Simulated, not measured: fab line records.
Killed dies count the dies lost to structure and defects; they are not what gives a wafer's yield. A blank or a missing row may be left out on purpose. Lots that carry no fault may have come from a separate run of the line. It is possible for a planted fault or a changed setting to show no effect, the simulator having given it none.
2 desks looking at one fault | flow nandHarc | each desk has only its own numbers; what lay behind them comes last

## METROLOGY DESK
Lot by lot, what the gauges showed, no matter which tool ran the lot: averages of those sampled wafers that carry a number. Marked OUT: a lot whose mean sits more than 4 standard deviations from the usual mean, which makes it out of limits; the brackets give that distance.
Columns: A = thkNm at NHARC_A_BONDPAD_THK_MEAS_20, usual 169.8 nm
lot  | first seen here | A
L770 | day 23 12:33    | 169.7
L769 | day 24 02:36    | 170.7
L773 | day 25 12:47    | 169.8
L774 | day 25 18:43    | 169.1
L776 | day 27 01:41    | 171.7
L777 | day 27 06:34    | 169.6
L778 | day 27 23:53    | 170.4
L785 | day 30 12:38    | 170.6
L786 | day 30 17:08    | 170.0
L790 | day 31 20:46    | 169.5
L789 | day 31 23:08    | 167.7
L791 | day 32 18:04    | 168.3
Result from this desk: across the 12 lots, nothing is out of limits.

## DESK OF THE TOOL OWNER: furnace-01
At NHARC_THIN_TSV_ANNEAL_58 (time 1800 s), the tool's own readings, given per lot that ran on this tool as the mean of the sampled wafers with a number. Marked OUT: a lot whose mean sits more than 4 standard deviations from the usual mean, which makes it out of limits; the brackets give that distance. Readings shown: 7 out of 8 (the first out of limits, and those lying furthest out on some lot).
Columns: A = spikeTcBottomC at NHARC_THIN_TSV_ANNEAL_58, usual 425.4 C; B = spikeTcCentreC at NHARC_THIN_TSV_ANNEAL_58, usual 400.4 C; C = spikeTcLowerC at NHARC_THIN_TSV_ANNEAL_58, usual 399.5 C; D = spikeTcTopC at NHARC_THIN_TSV_ANNEAL_58, usual 429.0 C; E = spikeTcUpperC at NHARC_THIN_TSV_ANNEAL_58, usual 399.7 C; F = tube_center_temp_C_max at NHARC_THIN_TSV_ANNEAL_58, usual 401.05; G = zonePowerLowerPct at NHARC_THIN_TSV_ANNEAL_58, usual 4.22 %
lot  | first seen here | A               | B               | C               | D               | E               | F      | G
L773 | day 26 13:44    | 426.3           | 403.3           | 400.8           | 428.6           | 399.4           | 401.08 | 4.21
L777 | day 28 05:40    | 425.5           | 402.7           | 401.4           | 427.2           | 398.5           | 401.10 | 4.25
L785 | day 31 15:03    | 452.2 (+19) OUT | 429.7 (+17) OUT | 427.9 (+22) OUT | 453.5 (+16) OUT | 425.4 (+20) OUT | 401.40 | 4.69 (+4.9) OUT
L786 | day 31 15:03    | 451.1 (+18) OUT | 429.0 (+17) OUT | 428.2 (+22) OUT | 453.5 (+16) OUT | 427.0 (+21) OUT | 401.00 | 4.65 (+4.5) OUT
This desk's finding: out of limits on L785, L786; first on L785, day 31 15:03 (spikeTcBottomC at NHARC_THIN_TSV_ANNEAL_58). L773, L777: within limits.

## PUT TOGETHER
The tool owner's desk had the chance to raise an alarm at day 31 15:03 on L785, L786.
The metrology desk saw nothing out of limits.
The metrology desk has L785, L786 on record, within its limits.
On furnace-01, each named lot ran NHARC_THIN_TSV_ANNEAL_58.

## WHAT THE SIMULATOR HAD PUT IN
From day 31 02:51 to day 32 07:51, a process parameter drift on furnace-01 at NHARC_THIN_TSV_ANNEAL_58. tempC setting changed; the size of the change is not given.
Lots struck among those shown: L785, L786.
Time in hours from fault onset to the first out-of-limits reading at each desk: the tool owner's desk, 12.
